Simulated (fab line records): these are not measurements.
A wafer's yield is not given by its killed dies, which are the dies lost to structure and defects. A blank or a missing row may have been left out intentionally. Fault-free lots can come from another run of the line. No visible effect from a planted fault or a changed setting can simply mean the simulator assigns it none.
fab line records	flow nand-harc
record lots=6	wafers=18	last-day=34
route steps=1302 shown THIN_TSV@1270 END@1301
lots that met no fault: taken from a fault-free run of the same line
start-h: hours from the record's opening day to when the first of the lot's shown wafers began	wait-h: time in hours since the lot's previous step	" repeats the value in the row above	L1.1+2: one row covering several wafers at once	- no value, or no start was given	* or withheld: withheld	< > ~ a bound
route shown NAME@n: names a module that has steps shown in the file, with the first one's number in the route	usual: mean/standard deviation taken from wafers without a fault	same: alike in all rows	chamber/n: place in a boat	sites: readings site by site	_std_site: how widely they spread, as a standard deviation	_edge_site: mean of outer sites minus mean of inner sites	radius-mm: for every site, how far away it sits from the centre of the wafer	mask NAME#n: copy n	behind: tool/chamber where the wafer was last shaped	hold: cause of the lot's hold/its duration in hours/its outcome	device: the n, p or np transistor that did not switch	end of line: at the end of the route, the tests of the same wafers	for a step that has no rows: nothing shown but its recipe	killed: dies that structure and defects cost at the first sort, which is not the same as the wafer's yield	map: per-die view of a wafer (x killed, . not killed, _ where there is no die)
set.NAME: setting as actually run; set.NAME@STEP: the setting as run at that earlier step	model.NAME: the simulator's own value behind a step, which no gauge read
lots at selected steps of the route; one table per step, one row per wafer
services: from which hour (start-h, from the record's first day; less than 0 if before it) a tool's chamber was out of use, for how many hours, and why
## steps
# step NHARC_THIN_TSV_DEGAS_49
# recipe temp-c=300	time-s=120
# step NHARC_THIN_TSV_PRE_CLEAN_50
# recipe time-s=30	temp-c=280	gas=H2/He
# usual heater-power-w=419/40
lot.wafer	tool	chamber	start-h	wait-h	heater-power-w
L514.4	pvd-sputter-01	-	-	-	487
L514.6	"	-	"	"	375
L514.5	"	-	"	"	427
L521.1	pvd-sputter-01	-	-	-	473
L521.4	"	-	"	"	369
L521.2	"	-	"	"	393
L523.2	pvd-sputter-03	-	-	-	419
L523.3	"	-	"	"	412
L523.4	"	-	"	"	392
L522.3	pvd-sputter-03	-	-	-	386
L522.2	"	-	"	"	410
L522.4	"	-	"	"	404
L533.4	pvd-sputter-03	-	-	-	372
L533.5	"	-	"	"	381
L533.6	"	-	"	"	377
L534.3	pvd-sputter-01	-	-	-	472
L534.1	"	-	"	"	412
L534.5	"	-	"	"	486
# step NHARC_THIN_TSV_PVD_19
# recipe target-thk-a=200	chamber-pressure-pa=5	material=TaN
# usual throttle-valve-pct=30.4/0.87
lot.wafer	tool	chamber	start-h	wait-h	throttle-valve-pct
L514.4	pvd-sputter-01	-	-	-	30.0
L514.5	"	-	"	"	30.2
L514.6	"	-	"	"	30.0
L521.1	pvd-sputter-01	-	-	-	30.6
L521.2	"	-	"	"	29.9
L521.4	"	-	"	"	30.7
L523.3	pvd-sputter-03	-	-	-	30.4
L523.4	"	-	"	"	30.3
L523.2	"	-	"	"	31.9
L522.2	pvd-sputter-03	-	-	-	30.3
L522.4	"	-	"	"	30.0
L522.3	"	-	"	"	31.1
L533.4	pvd-sputter-03	-	-	-	30.7
L533.5	"	-	"	"	31.8
L533.6	"	-	"	"	31.9
L534.3	pvd-sputter-01	-	-	-	30.8
L534.1	"	-	"	"	30.8
L534.5	"	-	"	"	29.5
# step NHARC_THIN_TSV_PVD_51
# recipe target-thk-a=1000	chamber-pressure-pa=5	material=Cu
# step NHARC_THIN_TSV_ECD_20
# recipe target-thk-a=20000	material=Cu
# step NHARC_THIN_TSV_ANNEAL_52
# recipe temp-c=225	time-s=90
# usual anneal-temp-c-max=226.4/0.33	wafer_temp_C_max=225.70/0.24
lot.wafer	tool	chamber	start-h	wait-h	anneal-temp-c-max	wafer_temp_C_max
L514.4	rtp-anneal-01	0	577.05	0.6	226.7	225.89
L514.5	"	0	"	"	226.7	225.82
L514.6	"	0	"	"	226.2	225.57
L521.1	rtp-anneal-02	0	639.78	0.6	225.9	225.55
L521.2	"	0	"	"	226.3	225.67
L521.4	"	0	"	"	226.4	225.77
L523.2	rtp-anneal-02	0	660.43	0.6	226.8	225.69
L523.3	"	0	"	"	226.6	225.59
L523.4	"	0	"	"	226.7	225.44
L522.2	rtp-anneal-01	0	661.91	0.7	226.5	225.38
L522.3	"	0	"	"	226.1	225.37
L522.4	"	0	"	"	226.4	225.53
L533.4	rtp-anneal-02	0	770.34	0.5	225.7	225.63
L533.5	"	0	"	"	226.6	226.22
L533.6	"	0	"	"	226.6	225.91
L534.1	rtp-anneal-02	0	791.56	0.6	226.3	225.81
L534.3	"	0	"	"	226.1	225.68
L534.5	"	0	"	"	226.5	225.88
# step NHARC_THIN_TSV_CMP_21
# recipe t-overpolish-s=30	target-thk-nm=2000
# usual motor-current-A=12.1/1.1	overpolish-run-s=29.999/0.0098	slurry-filter-dp-kPa=13.49/0.13
lot.wafer	tool	chamber	start-h	wait-h	motor-current-A	overpolish-run-s	slurry-filter-dp-kPa
L514.4	cmp-04	3	577.30	-	10.8	29.989	13.64
L514.5	"	1	"	"	13.3	29.998	13.40
L514.6	"	2	"	"	11.9	30.007	13.45
L521.1	cmp-02	2	640.13	-	12.1	29.991	13.61
L521.2	"	3	"	"	11.2	29.987	13.58
L521.4	"	1	"	"	13.1	30.004	13.37
L523.2	cmp-02	1	660.72	-	12.8	30.007	13.61
L523.4	"	2	"	"	11.9	29.987	13.56
L523.3	"	3	"	"	10.3	29.999	13.58
L522.4	cmp-02	2	662.23	-	12.4	30.016	13.52
L522.3	"	3	"	"	9.9	30.009	13.73
L522.2	"	0	"	"	13.8	29.984	13.46
L533.4	cmp-04	3	770.59	-	11.5	29.973	13.62
L533.6	"	1	"	"	13.7	30.006	13.31
L533.5	"	2	"	"	11.5	29.992	13.41
L534.1	cmp-02	0	791.93	-	13.4	30.002	13.63
L534.3	"	1	"	"	13.2	29.994	13.54
L534.5	"	3	"	"	10.8	30.000	13.69
# step NHARC_THIN_TSV_SRD_23
# step NHARC_THIN_TSV_DEGAS_53
# recipe temp-c=300	time-s=60
# step NHARC_THIN_TSV_PRE_CLEAN_54
# recipe time-s=30	temp-c=280	gas=H2/He
# step NHARC_THIN_TSV_PVD_55
# recipe target-thk-a=500	material=TiN
# step NHARC_THIN_TSV_PVD_24
# recipe target-thk-a=8000	power-w=withheld	chamber-pressure-pa=withheld	substrate-temp-c=withheld	time-s=withheld	gas=Ar	material=Al
lot.wafer	tool	chamber	start-h	wait-h
L514.4+6+5	pvd-sputter-01	-	578.05	0.2
L521.1+4+2	pvd-sputter-01	-	640.95	0.1
L523.4+2+3	pvd-sputter-01	-	661.48	0.1
L522.3+2+4	pvd-sputter-01	-	663.01	0.1
L533.4+5+6	pvd-sputter-01	-	771.29	0.1
L534.3+1+5	pvd-sputter-01	-	792.66	0.1
# step NHARC_THIN_TSV_DEHYDRATE_25
# recipe temp-c=150	time-s=120
# step NHARC_THIN_TSV_HMDS_26
# recipe time-s=30
# step NHARC_THIN_TSV_COAT_27
# recipe spin-rpm=*
# step NHARC_THIN_TSV_SOFTBAKE_28
# recipe temp-c=122	time-s=95
# step NHARC_THIN_TSV_EBR_29
# step NHARC_THIN_TSV_EXPOSE_30
# recipe na=0.55	dose-mj=11.47	mask-id=PAD
# step NHARC_THIN_TSV_PEB_31
# recipe peb-temp-c=118	peb-time-s=85
# step NHARC_THIN_TSV_DEVELOP_32
# recipe time-s=70
# step NHARC_THIN_TSV_CD_MEAS_33
# recipe target-cd-nm=5000	landing-energy-ev=500
# usual cd-nm=5000/3.1
lot.wafer	tool	chamber	start-h	wait-h	cd-nm
L514.4	cd-sem-02	0	578.85	-	4999
L514.5	"	0	"	"	4997
L514.6	"	0	"	"	4999
L521.1	cd-sem-02	0	641.61	-	4996
L521.2	"	0	"	"	4992
L521.4	"	0	"	"	4996
L523.2	cd-sem-03	0	662.19	-	5002
L523.3	"	0	"	"	5002
L523.4	"	0	"	"	5003
L522.2	cd-sem-03	0	663.68	-	5001
L522.3	"	0	"	"	5004
L522.4	"	0	"	"	5004
L533.4	cd-sem-02	0	772.13	-	4999
L533.5	"	0	"	"	4996
L533.6	"	0	"	"	4998
L534.1	cd-sem-03	0	793.37	-	4995
L534.3	"	0	"	"	4997
L534.5	"	0	"	"	4997
# step NHARC_THIN_TSV_HARDBAKE_34
# recipe temp-c=125	time-s=80
# step NHARC_THIN_TSV_DESCUM_35
# recipe time-s=3	o2-flow-sccm=200	ar-flow-sccm=0	bias-power-w=0	chemistry=O2
# step NHARC_THIN_TSV_ETCH_59
# recipe target-depth-a=8800	icp-w=900	bias-w=100	Cl2_flow_sccm=60	bcl3-flow-sccm=30	time-s=138.1	chemistry=Cl2/BCl3
# step NHARC_THIN_TSV_ETCH_36
# recipe target-depth-a=650	over-etch-frac=0.3	time-s=18.571	ion-energy-ev=150	chemistry=Cl2/BCl3
# step NHARC_THIN_TSV_STRIP_56
# recipe power-w=1500	temp-c=250	chemistry=O2
# usual drypump-motor-current-A=5.85/0.27	heater-power-w=338/56
lot.wafer	tool	chamber	start-h	wait-h	drypump-motor-current-A	heater-power-w	rf-hours-counter-h
L514.4	plasma-asher-02	0	579.63	0.2	6.01	246	-
L514.5	"	1	"	"	6.05	381	-
L514.6	"	0	"	"	6.02	246	-
L521.1	plasma-asher-02	1	642.26	0.1	6.05	378	8
L521.2	"	0	"	"	6.01	251	8
L521.4	"	0	"	"	6.00	248	-
L523.2	plasma-asher-01	0	662.84	0.1	5.36	329	29
L523.3	"	0	"	"	5.40	320	-
L523.4	"	1	"	"	5.93	392	-
L522.2	plasma-asher-02	1	664.32	0.1	6.07	379	13
L522.3	"	1	"	"	6.04	386	-
L522.4	"	0	"	"	5.98	251	-
L533.4	plasma-asher-02	1	772.92	0.2	6.03	378	-
L533.6	"	0	"	"	6.02	256	-
L533.5	"	1	"	"	6.03	387	-
L534.1	plasma-asher-01	0	794.02	0.1	5.39	331	17
L534.3	"	1	"	"	5.94	398	-
L534.5	"	1	"	"	5.93	397	-
# step NHARC_THIN_TSV_STRIP_57
# recipe time-s=1200	temp-c=72.5	chemistry=post-etch-residue-remover
# step NHARC_THIN_TSV_CD_MEAS_37
# usual cd-nm=4999/4
lot.wafer	tool	chamber	start-h	wait-h	cd-nm
L514.4	cd-sem-02	-	580.29	-	4998
L514.5	"	-	"	"	4998
L514.6	"	-	"	"	4995
L521.1	cd-sem-02	-	643.05	-	4990
L521.2	"	-	"	"	4996
L521.4	"	-	"	"	4997
L523.2	cd-sem-01	-	663.64	-	5005
L523.3	"	-	"	"	5001
L523.4	"	-	"	"	5004
L522.2	cd-sem-01	-	665.12	-	4997
L522.3	"	-	"	"	5002
L522.4	"	-	"	"	4998
L533.4	cd-sem-03	-	773.58	-	4999
L533.5	"	-	"	"	4997
L533.6	"	-	"	"	4995
L534.1	cd-sem-03	-	794.82	-	4994
L534.3	"	-	"	"	4997
L534.5	"	-	"	"	4998
# step NHARC_THIN_TSV_ANNEAL_58
# recipe temp-c=400	time-s=1800
# step NHARC_THIN_TSV_INSPECT_40
# usual raw-defect-count=573/110
lot.wafer	tool	chamber	start-h	wait-h	raw-defect-count
L514.4	defect-inspect-02	-	584.88	0.4	567
L514.5	"	-	"	"	620
L514.6	"	-	"	"	576
L521.1	defect-inspect-01	-	649.43	0.4	577
L521.2	"	-	"	"	534
L521.4	"	-	"	"	529
L523.2	defect-inspect-01	-	668.16	0.4	433
L523.3	"	-	"	"	442
L523.4	"	-	"	"	471
L522.2	defect-inspect-02	-	668.16	0.4	525
L522.3	"	-	"	"	519
L522.4	"	-	"	"	566
L533.4	defect-inspect-01	-	778.09	0.4	572
L533.5	"	-	"	"	534
L533.6	"	-	"	"	757
L534.1	defect-inspect-02	-	802.58	0.4	662
L534.3	"	-	"	"	590
L534.5	"	-	"	"	671
# step NHARC_END_WLT_00
# usual VT_DECK1_BOTTOM=0.874/0.009	VT_DECK1_BOTTOM_INNER=0.874/0.0091	VT_DECK1_MEDIAN_NEAR_BOTTOM=0.874/0.0096	VT_DECK1_MEDIAN_NEAR_BOTTOM_INNER=0.874/0.0088	VT_DECK1_MIDDLE=0.886/0.0081	VT_DECK1_MIDDLE_INNER=0.886/0.0083	VT_DECK1_TOP=0.897/0.0076	VT_DECK1_TOP_INNER=0.898/0.0083	VT_DECK2_BOTTOM=0.871/0.0071	VT_DECK2_BOTTOM_INNER=0.871/0.0067	VT_DECK2_MEDIAN_NEAR_BOTTOM=0.871/0.007	VT_DECK2_MEDIAN_NEAR_BOTTOM_INNER=0.871/0.0066	VT_DECK2_MIDDLE=0.884/0.0058	VT_DECK2_MIDDLE_INNER=0.884/0.0058	VT_DECK2_TOP=0.896/0.0056	VT_DECK2_TOP_INNER=0.896/0.0061
lot.wafer	tool	chamber	start-h	wait-h	VT_DECK1_BOTTOM	VT_DECK1_BOTTOM_INNER	VT_DECK1_MEDIAN_NEAR_BOTTOM	VT_DECK1_MEDIAN_NEAR_BOTTOM_INNER	VT_DECK1_MIDDLE	VT_DECK1_MIDDLE_INNER	VT_DECK1_TOP	VT_DECK1_TOP_INNER	VT_DECK2_BOTTOM	VT_DECK2_BOTTOM_INNER	VT_DECK2_MEDIAN_NEAR_BOTTOM	VT_DECK2_MEDIAN_NEAR_BOTTOM_INNER	VT_DECK2_MIDDLE	VT_DECK2_MIDDLE_INNER	VT_DECK2_TOP	VT_DECK2_TOP_INNER
L514.4	prober-02	-	586.44	1.6	0.885	0.881	0.881	0.882	0.896	0.888	0.897	0.907	0.860	0.866	0.867	0.862	0.872	0.880	0.892	0.891
L514.5	"	-	"	"	0.894	0.895	0.901	0.890	0.895	0.902	0.896	0.906	0.875	0.862	0.871	0.868	0.886	0.884	0.895	0.900
L514.6	"	-	"	"	0.886	0.874	0.879	0.877	0.896	0.896	0.903	0.905	0.884	0.880	0.884	0.875	0.889	0.888	0.893	0.899
L521.1	prober-02	-	650.37	0.9	0.864	0.863	0.863	0.871	0.870	0.879	0.896	0.884	0.877	0.884	0.870	0.873	0.892	0.882	0.894	0.886
L521.2	"	-	"	"	0.872	0.868	0.874	0.873	0.885	0.883	0.893	0.891	0.865	0.867	0.864	0.868	0.882	0.882	0.887	0.892
L521.4	"	-	"	"	0.859	0.857	0.875	0.860	0.881	0.885	0.890	0.892	0.866	0.865	0.854	0.862	0.881	0.878	0.893	0.891
L522.3	prober-01	-	669.21	1.0	0.869	0.871	0.877	0.870	0.885	0.887	0.907	0.903	0.878	0.876	0.874	0.873	0.890	0.894	0.894	0.900
L522.4	"	-	"	"	0.879	0.876	0.878	0.882	0.882	0.885	0.902	0.889	0.874	0.876	0.872	0.875	0.878	0.889	0.902	0.893
L523.3	prober-02	-	669.22	1.1	0.875	0.868	0.866	0.868	0.882	0.881	0.891	0.897	0.869	0.864	0.870	0.864	0.876	0.871	0.885	0.883
L523.4	"	-	"	"	0.878	0.874	0.869	0.876	0.887	0.885	0.892	0.884	0.862	0.866	0.867	0.861	0.877	0.890	0.890	0.888
L533.4	prober-02	-	779.68	1.6	0.869	0.860	0.856	0.869	0.880	0.871	0.885	0.887	0.877	0.876	0.874	0.873	0.888	0.888	0.897	0.899
L533.5	"	-	"	"	0.858	0.856	0.863	0.857	0.872	0.873	0.885	0.887	0.882	0.879	0.879	0.879	0.891	0.886	0.892	0.897
L533.6	"	-	"	"	0.865	0.853	0.866	0.865	0.874	0.872	0.886	0.890	0.869	0.884	0.886	0.883	0.893	0.892	0.901	0.892
L534.1	prober-01	-	802.63	0.0	0.882	0.874	0.874	0.869	0.878	0.888	0.888	0.888	0.873	0.870	0.871	0.870	0.875	0.884	0.891	0.893
L534.3	"	-	803.64	1.1	0.863	0.861	0.868	0.864	0.876	0.873	0.891	0.890	0.852	0.857	0.865	0.863	0.870	0.878	0.897	0.896
L534.5	"	-	804.66	2.1	0.864	0.876	0.875	0.878	0.879	0.880	0.883	0.892	0.870	0.870	0.865	0.866	0.878	0.879	0.901	0.892
# step NHARC_END_SORT_01
# recipe temp-c=25
# usual defect-limited-yield=91.4/2.4	killed-at-array=54/17	killed-at-other=0.7/1	killed-at-periphery=3.7/2.9	killed-dies=58/16	killed-open=3.2/1.9	killed-short=2.2/1.5	sort_bin_2_pct=3.1/1.1	sort_bin_3_pct=0.6/0.33	sort_bin_4_pct=4.9/1.4	sort-n-pass=619/16	sort-rim-yield-pct=94/3.8	sort-yield-pct=91.4/2.4
# same gross-dies=677	sort_bin_5_pct[%]=0	sort_bin_6_pct[%]=0	sort_bin_7_pct[%]=0	sort_bin_8_pct[%]=0	sort-rim-n-gross=106.00
lot.wafer	tool	chamber	start-h	wait-h	defect-limited-yield[%]	killed-at-array	killed-at-other	killed-at-periphery	killed-dies	killed-open	killed-short	sort_bin_2_pct[%]	sort_bin_3_pct[%]	sort_bin_4_pct[%]	sort-n-pass	sort-rim-yield-pct[%]	sort-yield-pct[%]
L514.4	prober-02	0	590.36	3.4	90.1	64	0	3	67	2	0	4.0	1.3	4.6	610	100	90.1
L514.5	prober-02	0	591.17	3.7	88.5	74	0	4	78	5	1	4.0	1.3	6.2	599	89	88.5
L514.6	prober-02	0	591.98	4.0	87.9	81	0	1	82	4	2	4.0	1.0	7.1	595	96	87.9
L521.1	prober-02	0	653.34	2.5	89.2	67	0	6	73	5	1	4.3	0.7	5.8	604	88	89.2
L521.2	prober-02	0	654.13	2.8	88.9	73	2	0	75	4	1	3.2	0.7	7.1	602	94	88.9
L521.4	prober-02	0	655.71	3.4	88.9	67	3	5	75	4	2	4.3	0.4	6.4	602	93	88.9
L522.2	prober-01	0	672.01	2.8	0	58	617	2	677	3	2	3.4	91.7	4.9	0	0	0
L522.3	prober-01	0	672.81	3.1	94.2	37	1	1	39	2	1	1.6	0.1	4.0	638	98	94.2
L522.4	prober-01	0	673.60	3.4	91.7	54	1	1	56	1	0	3.2	0.7	4.3	621	95	91.7
L523.2	prober-02	0	672.03	2.8	0	19	655	3	677	3	3	1.2	96.6	2.2	0	0	0
L523.3	prober-02	0	672.83	3.1	95.1	28	3	2	33	2	3	1.6	0.1	3.1	644	91	95.1
L523.4	prober-02	0	673.63	3.4	95.7	26	1	2	29	3	3	1.8	0.1	2.4	648	98	95.7
L533.4	prober-02	0	783.60	3.4	94.7	33	1	2	36	4	2	1.8	0.4	3.1	641	88	94.7
L533.5	prober-02	0	784.40	3.7	93.2	40	3	3	46	4	1	2.7	0.3	3.8	631	89	93.2
L533.6	prober-02	0	785.20	4.0	90.7	56	3	4	63	5	3	3.7	0.1	5.5	614	92	90.7
L534.1	prober-01	0	805.67	2.5	91.3	58	1	0	59	3	1	3.1	0.1	5.5	618	92	91.3
L534.3	prober-01	0	807.30	3.2	90.0	65	1	2	68	3	1	2.7	0.4	6.9	609	91	90.0
L534.5	prober-01	0	808.93	3.8	90.1	63	0	4	67	5	1	4.4	0.3	5.2	610	96	90.1
# killed by level:class
L514.4 A_CHANNEL_HOLE_D1:chamber-film-flake=25 A_SLIT:chamber-film-flake=19 A_CHANNEL_HOLE_D2:chamber-film-flake=17 A_CONTACT:chamber-film-flake=2 P_CONTACT:geometric-particle:open=1 P_M0:geometric-particle:open=1 P_GATE:chamber-film-flake=1 A_CHANNEL_FILL_D1:chamber-film-flake=1
L514.5 A_CHANNEL_HOLE_D2:chamber-film-flake=24 A_CHANNEL_HOLE_D1:chamber-film-flake=23 A_SLIT:chamber-film-flake=15 A_CHANNEL_FILL_D1:chamber-film-flake=4 A_M0:geometric-particle:open=3 P_M1:chamber-film-flake=2 A_CONTACT:chamber-film-flake=2 P_M1:geometric-particle:short=1
L514.6 A_CHANNEL_HOLE_D2:chamber-film-flake=27 A_SLIT:chamber-film-flake=23 A_CHANNEL_HOLE_D1:chamber-film-flake=20 A_CONTACT:chamber-film-flake=5 A_WL_FILL:geometric-particle:short=2 P_CONTACT:geometric-particle:open=1 A_CHANNEL_HOLE_D2:geometric-particle:open=1 A_CONTACT:geometric-particle:open=1
L521.1 A_CHANNEL_HOLE_D1:chamber-film-flake=35 A_CHANNEL_HOLE_D2:chamber-film-flake=11 A_BLC:chamber-film-flake=6 A_STAIRCASE:chamber-film-flake=4 A_CHANNEL_FILL_D2:chamber-film-flake=3 A_CONTACT:chamber-film-flake=3 P_ZERO_WELL:chamber-film-flake=2 P_GATE:geometric-particle:open=1
L521.2 A_CHANNEL_HOLE_D1:chamber-film-flake=36 A_CHANNEL_HOLE_D2:chamber-film-flake=17 A_CONTACT:chamber-film-flake=4 A_CHANNEL_FILL_D2:chamber-film-flake=3 A_ZERO_WELL:chamber-film-flake=2 A_BLC:chamber-film-flake=2 A_STAIRCASE:chamber-film-flake=2 A_M1:geometric-particle:open=1
L521.4 A_CHANNEL_HOLE_D1:chamber-film-flake=37 A_CHANNEL_FILL_D2:chamber-film-flake=6 A_CHANNEL_HOLE_D2:chamber-film-flake=6 A_BLC:chamber-film-flake=5 A_CONTACT:chamber-film-flake=4 A_STAIRCASE:chamber-film-flake=3 THIN_TSV:chamber-film-flake=3 P_ZERO_WELL:chamber-film-flake=2
L522.2 THIN_TSV:area-pvd=617 A_CHANNEL_HOLE_D1:chamber-film-flake=40 A_CONTACT:chamber-film-flake=5 A_SLIT:chamber-film-flake=4 A_WL_FILL:geometric-particle:short=2 A_STAIRCASE:chamber-film-flake=2 A_CHANNEL_HOLE_D2:geometric-particle:open=1 A_WL_FILL:geometric-particle:open=1
L523.2 THIN_TSV:area-pvd=654 A_CHANNEL_HOLE_D1:chamber-film-flake=5 A_M1:chamber-film-flake=3 P_GATE:chamber-film-flake=2 A_SLIT:chamber-film-flake=2 P_STI:geometric-particle:open=1 A_SOURCE_PLATE:geometric-particle:short=1 A_ONON_D2:geometric-particle:short=1
L522.3 A_CHANNEL_HOLE_D1:chamber-film-flake=23 A_CHANNEL_FILL_D1:chamber-film-flake=4 A_SLIT:chamber-film-flake=3 A_CHANNEL_FILL_D1:geometric-particle:open=1 A_WL_FILL:geometric-particle:short=1 A_M1:geometric-particle:open=1 P_GATE:chamber-film-flake=1 A_CHANNEL_FILL_D2:chamber-film-flake=1
L523.3 A_M1:chamber-film-flake=5 A_SLIT:chamber-film-flake=5 A_CHANNEL_HOLE_D1:chamber-film-flake=3 A_STAIRCASE:chamber-film-flake=3 A_WL_FILL:chamber-film-flake=3 THIN_TSV:chamber-film-flake=3 A_SOURCE_PLATE:geometric-particle:short=2 P_GATE:chamber-film-flake=2
L522.4 A_CHANNEL_HOLE_D1:chamber-film-flake=37 A_STAIRCASE:chamber-film-flake=4 A_CONTACT:chamber-film-flake=4 A_SLIT:chamber-film-flake=3 A_ZERO_WELL:chamber-film-flake=3 A_M1:chamber-film-flake=2 A_CONTACT:geometric-particle:open=1 P_GATE:chamber-film-flake=1
L523.4 A_CHANNEL_HOLE_D1:chamber-film-flake=8 A_CHANNEL_FILL_D2:chamber-film-flake=3 A_CHANNEL_FILL_D1:geometric-particle:short=2 A_CHANNEL_HOLE_D2:geometric-particle:open=2 A_SLIT:chamber-film-flake=2 A_WL_FILL:chamber-film-flake=2 A_CONTACT:chamber-film-flake=2 A_M1:chamber-film-flake=2
L533.4 A_SLIT:chamber-film-flake=12 A_CHANNEL_HOLE_D1:chamber-film-flake=9 A_CONTACT:chamber-film-flake=3 A_ONON_D1:geometric-particle:open=2 P_STI:chamber-film-flake=2 A_CHANNEL_FILL_D1:chamber-film-flake=2 A_SOURCE_PLATE:geometric-particle:open=1 A_SOURCE_PLATE:geometric-particle:short=1
L533.5 A_CHANNEL_HOLE_D1:chamber-film-flake=16 A_SLIT:chamber-film-flake=15 THIN_TSV:chamber-film-flake=3 P_STI:chamber-film-flake=2 A_CONTACT:chamber-film-flake=2 A_CHANNEL_FILL_D1:chamber-film-flake=2 P_GATE:geometric-particle:open=1 A_ONON_D2:geometric-particle:open=1
L533.6 A_SLIT:chamber-film-flake=34 A_CHANNEL_HOLE_D1:chamber-film-flake=9 P_STI:chamber-film-flake=3 A_CHANNEL_FILL_D1:chamber-film-flake=2 A_CONTACT:chamber-film-flake=2 THIN_TSV:chamber-film-flake=2 P_CONTACT:geometric-particle:open=1 A_SOURCE_PLATE:geometric-particle:open=1
L534.1 A_CHANNEL_HOLE_D2:chamber-film-flake=34 A_SLIT:chamber-film-flake=12 A_CONTACT:chamber-film-flake=5 A_CHANNEL_FILL_D1:geometric-particle:open=1 A_CHANNEL_HOLE_D2:geometric-particle:open=1 A_M0:geometric-particle:open=1 THIN_TSV:geometric-particle:short=1 A_CHANNEL_HOLE_D1:chamber-film-flake=1
L534.3 A_CHANNEL_HOLE_D2:chamber-film-flake=30 A_SLIT:chamber-film-flake=16 A_CONTACT:chamber-film-flake=13 A_CHANNEL_HOLE_D1:chamber-film-flake=2 P_CONTACT:geometric-particle:short=1 A_ONON_D1:geometric-particle:open=1 A_ONON_D2:geometric-particle:open=1 A_M0:geometric-particle:open=1
L534.5 A_SLIT:chamber-film-flake=31 A_CHANNEL_HOLE_D2:chamber-film-flake=18 A_CONTACT:chamber-film-flake=5 P_M0:geometric-particle:open=1 A_SGD_CUT:geometric-particle:open=1 A_SGD_CUT:geometric-particle:short=1 A_WL_FILL:geometric-particle:open=1 A_BLC:geometric-particle:open=1
# map L522.2 (x killed, . not)
____________x____________
_________xxxxxxx_________
_______xxxxxxxxxxx_______
______xxxxxxxxxxxxx______
_____xxxxxxxxxxxxxxx_____
____xxxxxxxxxxxxxxxxx____
____xxxxxxxxxxxxxxxxx____
___xxxxxxxxxxxxxxxxxxx___
___xxxxxxxxxxxxxxxxxxx___
__xxxxxxxxxxxxxxxxxxxxx__
__xxxxxxxxxxxxxxxxxxxxx__
_xxxxxxxxxxxxxxxxxxxxxxx_
_xxxxxxxxxxxxxxxxxxxxxxx_
_xxxxxxxxxxxxxxxxxxxxxxx_
_xxxxxxxxxxxxxxxxxxxxxxx_
_xxxxxxxxxxxxxxxxxxxxxxx_
xxxxxxxxxxxxxxxxxxxxxxxxx
xxxxxxxxxxxxxxxxxxxxxxxxx
xxxxxxxxxxxxxxxxxxxxxxxxx
xxxxxxxxxxxxxxxxxxxxxxxxx
xxxxxxxxxxxxxxxxxxxxxxxxx
_xxxxxxxxxxxxxxxxxxxxxxx_
_xxxxxxxxxxxxxxxxxxxxxxx_
_xxxxxxxxxxxxxxxxxxxxxxx_
_xxxxxxxxxxxxxxxxxxxxxxx_
_xxxxxxxxxxxxxxxxxxxxxxx_
__xxxxxxxxxxxxxxxxxxxxx__
__xxxxxxxxxxxxxxxxxxxxx__
___xxxxxxxxxxxxxxxxxxx___
___xxxxxxxxxxxxxxxxxxx___
____xxxxxxxxxxxxxxxxx____
____xxxxxxxxxxxxxxxxx____
_____xxxxxxxxxxxxxxx_____
______xxxxxxxxxxxxx______
_______xxxxxxxxxxx_______
_________xxxxxxx_________
____________x____________
# map L523.2 (x killed, . not)
____________x____________
_________xxxxxxx_________
_______xxxxxxxxxxx_______
______xxxxxxxxxxxxx______
_____xxxxxxxxxxxxxxx_____
____xxxxxxxxxxxxxxxxx____
____xxxxxxxxxxxxxxxxx____
___xxxxxxxxxxxxxxxxxxx___
___xxxxxxxxxxxxxxxxxxx___
__xxxxxxxxxxxxxxxxxxxxx__
__xxxxxxxxxxxxxxxxxxxxx__
_xxxxxxxxxxxxxxxxxxxxxxx_
_xxxxxxxxxxxxxxxxxxxxxxx_
_xxxxxxxxxxxxxxxxxxxxxxx_
_xxxxxxxxxxxxxxxxxxxxxxx_
_xxxxxxxxxxxxxxxxxxxxxxx_
xxxxxxxxxxxxxxxxxxxxxxxxx
xxxxxxxxxxxxxxxxxxxxxxxxx
xxxxxxxxxxxxxxxxxxxxxxxxx
xxxxxxxxxxxxxxxxxxxxxxxxx
xxxxxxxxxxxxxxxxxxxxxxxxx
_xxxxxxxxxxxxxxxxxxxxxxx_
_xxxxxxxxxxxxxxxxxxxxxxx_
_xxxxxxxxxxxxxxxxxxxxxxx_
_xxxxxxxxxxxxxxxxxxxxxxx_
_xxxxxxxxxxxxxxxxxxxxxxx_
__xxxxxxxxxxxxxxxxxxxxx__
__xxxxxxxxxxxxxxxxxxxxx__
___xxxxxxxxxxxxxxxxxxx___
___xxxxxxxxxxxxxxxxxxx___
____xxxxxxxxxxxxxxxxx____
____xxxxxxxxxxxxxxxxx____
_____xxxxxxxxxxxxxxx_____
______xxxxxxxxxxxxx______
_______xxxxxxxxxxx_______
_________xxxxxxx_________
____________x____________
## services
tool	chamber	start-h	hours	kind
cmp-04	-	576.62	0.5	repair
pvd-sputter-01	-	582.03	10.0	pm
cmp-02	-	583.59	0.6	repair
plasma-asher-02	-	595.55	1.3	repair
cmp-04	-	600.85	7.3	repair
plasma-asher-02	-	603.20	9.0	pm
plasma-asher-02	0	603.20	9.0	vent-cycle
plasma-asher-02	1	603.20	9.0	vent-cycle
plasma-asher-02	0	612.20	-	clean
plasma-asher-02	1	612.20	-	clean
cmp-02	-	624.51	4.0	pm
pvd-sputter-03	-	648.51	1.1	repair
plasma-asher-01	-	696.19	9.0	pm
cmp-02	-	699.17	1.9	repair
pvd-sputter-03	-	704.00	10.0	pm
cmp-04	-	706.11	4.0	pm
cmp-04	-	715.07	3.0	repair
cmp-02	-	722.51	4.0	pm
rtp-anneal-02	-	744.00	12.0	pm
plasma-asher-02	-	755.85	1.1	repair
pvd-sputter-01	-	760.03	10.0	pm
plasma-asher-02	-	780.20	9.0	pm
cmp-02	-	787.65	4.2	repair
cmp-02	-	793.75	4.1	repair
## key
first-sign step=NHARC_END_SORT_01	reading=killed-at-other	direction=up	sigmas=99+	usual=0.7	struck=636
effect step=NHARC_END_SORT_01	reading=sort_bin_3_pct	direction=up	sigmas=99+	usual=0.6	struck=94.2
more-kills-born-at NHARC_THIN_TSV_PVD_24@pvd-sputter-01=1271
met-at NHARC_THIN_TSV_PVD_24
struck-wafers L522.2,L523.2
later-rows-left-out L522.2,L523.2
onset-between 640.95 661.48
fault kind=process-parameter-drift	tool=pvd-sputter-01	chamber=-	onset-h=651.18	steps=NHARC_THIN_TSV_PVD_24	channel=target-thk-a	offset=*	shape=step	end-h=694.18	scope=struck-wafers-only	acts-in=*	stated=*
# later-rows-left-out: the simulator's readings of these wafers behind a module that went badly wrong aren't trusted and aren't shown, but for the sort
